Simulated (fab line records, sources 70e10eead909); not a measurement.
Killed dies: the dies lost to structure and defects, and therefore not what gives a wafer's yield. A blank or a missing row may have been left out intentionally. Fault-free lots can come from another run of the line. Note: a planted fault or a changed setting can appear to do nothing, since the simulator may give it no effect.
The tool behind it: which one? || flow nand-harc || 13 lots, 37 wafers sampled, at 6 steps of a route of 1159

## WHAT THE GAUGES SHOWED, per wafer
NHARC_A_CONTACT_INSPECT_23.
{"lot": "L631", "measured": "day 17 06:26", "on": "defect-inspect-01", "raw-defect-count": "334 466 377"}
{"lot": "L630", "measured": "day 17 07:56", "on": "defect-inspect-01", "raw-defect-count": "356 541 369"}
{"lot": "L632", "measured": "day 17 08:41", "on": "defect-inspect-02", "raw-defect-count": "576 360 323"}
{"lot": "L634", "measured": "day 18 06:22", "on": "defect-inspect-02", "raw-defect-count": "436 360 353"}
{"lot": "L638", "measured": "day 19 09:25", "on": "defect-inspect-02", "raw-defect-count": "2594 2418"}
{"lot": "L637", "measured": "day 19 10:35", "on": "defect-inspect-02", "raw-defect-count": "306 360 363"}
{"lot": "L641", "measured": "day 20 03:41", "on": "defect-inspect-01", "raw-defect-count": "2210 450 461"}
{"lot": "L642", "measured": "day 20 07:17", "on": "defect-inspect-02", "raw-defect-count": "2125 2406"}
{"lot": "L645", "measured": "day 21 03:58", "on": "defect-inspect-01", "raw-defect-count": "734 315 436"}
{"lot": "L647", "measured": "day 21 16:55", "on": "defect-inspect-01", "raw-defect-count": "295 252 364"}
{"lot": "L644", "measured": "day 21 18:13", "on": "defect-inspect-02", "raw-defect-count": "310 316 469"}
{"lot": "L650", "measured": "day 22 09:25", "on": "defect-inspect-01", "raw-defect-count": "382 519 390"}
{"lot": "L651", "measured": "day 22 15:23", "on": "defect-inspect-02", "raw-defect-count": "473 290 465"}

NHARC_END_SORT_01.
{"lot": "L638", "measured": "day 21 17:05", "on": "prober-02", "killed-at-array": "674 676", "killed-at-other": "1 1", "killed-at-periphery": "2 0", "killed-dies": "677 677", "killed-open": "0 2", "killed-short": "2 1"}
{"lot": "L641", "measured": "day 22 07:40", "on": "prober-02", "killed-at-array": "499 47 48", "killed-at-other": "0 0 0", "killed-at-periphery": "2 3 1", "killed-dies": "501 50 49", "killed-open": "3 4 3", "killed-short": "0 6 0"}
{"lot": "L642", "measured": "day 22 06:01", "on": "prober-01", "killed-at-array": "571 673", "killed-at-other": "0 1", "killed-at-periphery": "4 3", "killed-dies": "575 677", "killed-open": "3 3", "killed-short": "3 7"}

## WHAT TOOL EACH LOT RAN ON (gives the tool, then ch and the chambers of the sampled wafers, and finally the start)
{"lot": "L631", "NHARC_A_CONTACT_ETCH_129": "har-cap-etch-03 ch 0,1, day 16 13:02", "NHARC_A_CONTACT_ETCH_133": "har-cap-etch-03 ch 0,1, day 16 13:37", "NHARC_A_CONTACT_ALD_18": "ald-metal-03 ch 1,2,3, day 16 22:28", "NHARC_A_CONTACT_CMP_20": "cmp-04 ch 0,1,2, day 17 06:04"}
{"lot": "L630", "NHARC_A_CONTACT_ETCH_129": "har-cap-etch-02 ch 0,1, day 16 15:58", "NHARC_A_CONTACT_ETCH_133": "har-cap-etch-02 ch 0,1, day 16 16:34", "NHARC_A_CONTACT_ALD_18": "ald-metal-02 ch 0,2,3, day 17 00:29", "NHARC_A_CONTACT_CMP_20": "cmp-01 ch 0,2,3, day 17 07:35"}
{"lot": "L632", "NHARC_A_CONTACT_ETCH_129": "har-cap-etch-01 ch 0,1, day 16 18:44", "NHARC_A_CONTACT_ETCH_133": "har-cap-etch-01 ch 0,1, day 16 19:19", "NHARC_A_CONTACT_ALD_18": "ald-metal-03 ch 0,1,2, day 17 04:08", "NHARC_A_CONTACT_CMP_20": "cmp-04 ch 1,3, day 17 08:18"}
{"lot": "L634", "NHARC_A_CONTACT_ETCH_129": "har-cap-etch-03 ch 0,1, day 17 19:24", "NHARC_A_CONTACT_ETCH_133": "har-cap-etch-03 ch 0,1, day 17 20:01", "NHARC_A_CONTACT_ALD_18": "ald-metal-01 ch 0,1,3, day 18 03:17", "NHARC_A_CONTACT_CMP_20": "cmp-01 ch 0,1,2, day 18 05:58"}
{"lot": "L638", "NHARC_A_CONTACT_ETCH_129": "har-cap-etch-03 ch 0, day 18 19:22", "NHARC_A_CONTACT_ETCH_133": "har-cap-etch-03 ch 0, day 18 19:58", "NHARC_A_CONTACT_ALD_18": "ald-metal-03 ch 0,3, day 19 04:58", "NHARC_A_CONTACT_CMP_20": "cmp-04 ch 0,1, day 19 09:01"}
{"lot": "L637", "NHARC_A_CONTACT_ETCH_129": "har-cap-etch-01 ch 0,1, day 18 21:03", "NHARC_A_CONTACT_ETCH_133": "har-cap-etch-01 ch 0,1, day 18 21:40", "NHARC_A_CONTACT_ALD_18": "ald-metal-02 ch 1,2, day 19 06:38", "NHARC_A_CONTACT_CMP_20": "cmp-03 ch 1,3, day 19 10:11"}
{"lot": "L641", "NHARC_A_CONTACT_ETCH_129": "har-cap-etch-02 ch 0,1, day 19 15:47", "NHARC_A_CONTACT_ETCH_133": "har-cap-etch-02 ch 0,1, day 19 16:25", "NHARC_A_CONTACT_ALD_18": "ald-metal-01 ch 0,3, day 19 23:47", "NHARC_A_CONTACT_CMP_20": "cmp-04 ch 0,1,2, day 20 03:22"}
{"lot": "L642", "NHARC_A_CONTACT_ETCH_129": "har-cap-etch-03 ch 0,1, day 19 16:28", "NHARC_A_CONTACT_ETCH_133": "har-cap-etch-03 ch 0,1, day 19 17:03", "NHARC_A_CONTACT_ALD_18": "ald-metal-01 ch 1,2, day 20 00:53", "NHARC_A_CONTACT_CMP_20": "cmp-04 ch 2,3, day 20 06:56"}
{"lot": "L645", "NHARC_A_CONTACT_ETCH_129": "har-cap-etch-01 ch 1, day 20 16:19", "NHARC_A_CONTACT_ETCH_133": "har-cap-etch-01 ch 1, day 20 16:53", "NHARC_A_CONTACT_ALD_18": "ald-metal-01 ch 1,3, day 21 01:02", "NHARC_A_CONTACT_CMP_20": "cmp-03 ch 1,2,3, day 21 03:35"}
{"lot": "L647", "NHARC_A_CONTACT_ETCH_129": "har-cap-etch-02 ch 0,1, day 20 17:11", "NHARC_A_CONTACT_ETCH_133": "har-cap-etch-02 ch 0,1, day 20 17:46", "NHARC_A_CONTACT_ALD_18": "ald-metal-01 ch 0,3, day 21 03:26", "NHARC_A_CONTACT_CMP_20": "cmp-01 ch 1,2,3, day 21 16:32"}
{"lot": "L644", "NHARC_A_CONTACT_ETCH_129": "har-cap-etch-03 ch 0,1, day 21 02:59", "NHARC_A_CONTACT_ETCH_133": "har-cap-etch-03 ch 0,1, day 21 03:33", "NHARC_A_CONTACT_ALD_18": "ald-metal-01 ch 0,2,3, day 21 13:43", "NHARC_A_CONTACT_CMP_20": "cmp-03 ch 0,1,3, day 21 17:49"}
{"lot": "L650", "NHARC_A_CONTACT_ETCH_129": "har-cap-etch-01 ch 0,1, day 21 22:08", "NHARC_A_CONTACT_ETCH_133": "har-cap-etch-01 ch 0,1, day 21 22:44", "NHARC_A_CONTACT_ALD_18": "ald-metal-01 ch 0,1, day 22 07:54", "NHARC_A_CONTACT_CMP_20": "cmp-03 ch 0,2,3, day 22 09:04"}
{"lot": "L651", "NHARC_A_CONTACT_ETCH_129": "har-cap-etch-03 ch 0,1, day 22 02:15", "NHARC_A_CONTACT_ETCH_133": "har-cap-etch-03 ch 0,1, day 22 02:50", "NHARC_A_CONTACT_ALD_18": "ald-metal-02 ch 1,3, day 22 12:11", "NHARC_A_CONTACT_CMP_20": "cmp-04 ch 0,3, day 22 14:59"}
- NHARC_A_CONTACT_ETCH_129: etches the open film in C4F8/O2/Ar, time 155 s, target depth 956 nm.
- NHARC_A_CONTACT_ETCH_133: etches the open film in C4F8/O2/Ar, time 195 s, target depth 840 nm.
- NHARC_A_CONTACT_ALD_18: deposits TiN, target thk 3 nm, pulse time 1 s, ald cycles 150.
- NHARC_A_CONTACT_CMP_20: polishes, t overpolish 30 s, target thk 300 nm.

## WHAT THE TOOLS THEMSELVES READ (means of the sampled wafers that have a number; where no wafer has one, the mark that the record gives instead)
NHARC_A_CONTACT_ALD_18.
{"lot": "L631", "tool": "ald-metal-03", "heater-power-w (W)": 967, "precursor-pulse-height-rel": 1.007}
{"lot": "L630", "tool": "ald-metal-02", "heater-power-w (W)": 1028, "precursor-pulse-height-rel": 1.011}
{"lot": "L632", "tool": "ald-metal-03", "heater-power-w (W)": 973, "precursor-pulse-height-rel": 0.988}
{"lot": "L634", "tool": "ald-metal-01", "heater-power-w (W)": 1036, "precursor-pulse-height-rel": 0.995}
{"lot": "L638", "tool": "ald-metal-03", "heater-power-w (W)": 1038, "precursor-pulse-height-rel": 0.999}
{"lot": "L637", "tool": "ald-metal-02", "heater-power-w (W)": 1310, "precursor-pulse-height-rel": 1.018}
{"lot": "L641", "tool": "ald-metal-01", "heater-power-w (W)": 1022, "precursor-pulse-height-rel": 1.004}
{"lot": "L642", "tool": "ald-metal-01", "heater-power-w (W)": 1072, "precursor-pulse-height-rel": 1.000}
{"lot": "L645", "tool": "ald-metal-01", "heater-power-w (W)": 1001, "precursor-pulse-height-rel": 1.022}
{"lot": "L647", "tool": "ald-metal-01", "heater-power-w (W)": 1028, "precursor-pulse-height-rel": 0.978}
{"lot": "L644", "tool": "ald-metal-01", "heater-power-w (W)": 1080, "precursor-pulse-height-rel": 0.992}
{"lot": "L650", "tool": "ald-metal-01", "heater-power-w (W)": 1032, "precursor-pulse-height-rel": 1.004}
{"lot": "L651", "tool": "ald-metal-02", "heater-power-w (W)": 1126, "precursor-pulse-height-rel": 0.996}

NHARC_A_CONTACT_CMP_20.
{"lot": "L631", "tool": "cmp-04", "motor-current-A (A)": 12.6, "overpolish-run-s (s)": 30.002, "time-to-endpoint-s (s)": 56}
{"lot": "L630", "tool": "cmp-01", "motor-current-A (A)": 11.3, "overpolish-run-s (s)": 29.999, "time-to-endpoint-s (s)": 59}
{"lot": "L632", "tool": "cmp-04", "motor-current-A (A)": 12.8, "overpolish-run-s (s)": 30.002, "time-to-endpoint-s (s)": 55}
{"lot": "L634", "tool": "cmp-01", "motor-current-A (A)": 11.5, "overpolish-run-s (s)": 29.989, "time-to-endpoint-s (s)": 57}
{"lot": "L638", "tool": "cmp-04", "motor-current-A (A)": 13.0, "overpolish-run-s (s)": 0.046, "time-to-endpoint-s (s)": 118}
{"lot": "L637", "tool": "cmp-03", "motor-current-A (A)": 12.7, "overpolish-run-s (s)": 30.002, "time-to-endpoint-s (s)": 62}
{"lot": "L641", "tool": "cmp-04", "motor-current-A (A)": 12.6, "overpolish-run-s (s)": 20.017, "time-to-endpoint-s (s)": 79}
{"lot": "L642", "tool": "cmp-04", "motor-current-A (A)": 12.1, "overpolish-run-s (s)": 0.033, "time-to-endpoint-s (s)": 118}
{"lot": "L645", "tool": "cmp-03", "motor-current-A (A)": 12.5, "overpolish-run-s (s)": 29.994, "time-to-endpoint-s (s)": 63}
{"lot": "L647", "tool": "cmp-01", "motor-current-A (A)": 11.9, "overpolish-run-s (s)": 29.990, "time-to-endpoint-s (s)": 63}
{"lot": "L644", "tool": "cmp-03", "motor-current-A (A)": 12.7, "overpolish-run-s (s)": 30.005, "time-to-endpoint-s (s)": 59}
{"lot": "L650", "tool": "cmp-03", "motor-current-A (A)": 12.8, "overpolish-run-s (s)": 30.009, "time-to-endpoint-s (s)": 58}
{"lot": "L651", "tool": "cmp-04", "motor-current-A (A)": 12.6, "overpolish-run-s (s)": 30.003, "time-to-endpoint-s (s)": 63}

## THE ANSWER, worked out from the rows above alone
Rule: what is usual is taken from the lots themselves. The widest of any qualifying gaps counts: lots, ordered by their means at a reading, are off when they make up no more than a third of the lots, leave a main group of 4 or more, and stand apart from it by 3 or more times the standard deviation of that group's means. Not used: any main group whose means are identical at the precision the tables above print for the reading. A lot without any number at a reading at which 4 lots or more have one is off too. All remaining lots with rows at the step are treated as sound. First the gauges in route order, then the tools' own readings, where a lot's mean is used as printed above. At the first step where some lot is off, the reading lying furthest off is the one used; lots without a number count as furthest.
Off at NHARC_A_CONTACT_INSPECT_23 (raw-defect-count): L638, L641, L642. For the main group the mean is 396 and the standard deviation 50.
If a tool, at a process step before that reading, ran all the lots that are off and no sound lot after the first of them, it fits. Not tried: the gauges at NHARC_A_CONTACT_INSPECT_23; whatever is off there is also off at NHARC_A_CONTACT_CMP_20, on other tools, and gauge error can't account for it. Of those tried, none fits.

## WHAT THE SIMULATOR HAD INSERTED
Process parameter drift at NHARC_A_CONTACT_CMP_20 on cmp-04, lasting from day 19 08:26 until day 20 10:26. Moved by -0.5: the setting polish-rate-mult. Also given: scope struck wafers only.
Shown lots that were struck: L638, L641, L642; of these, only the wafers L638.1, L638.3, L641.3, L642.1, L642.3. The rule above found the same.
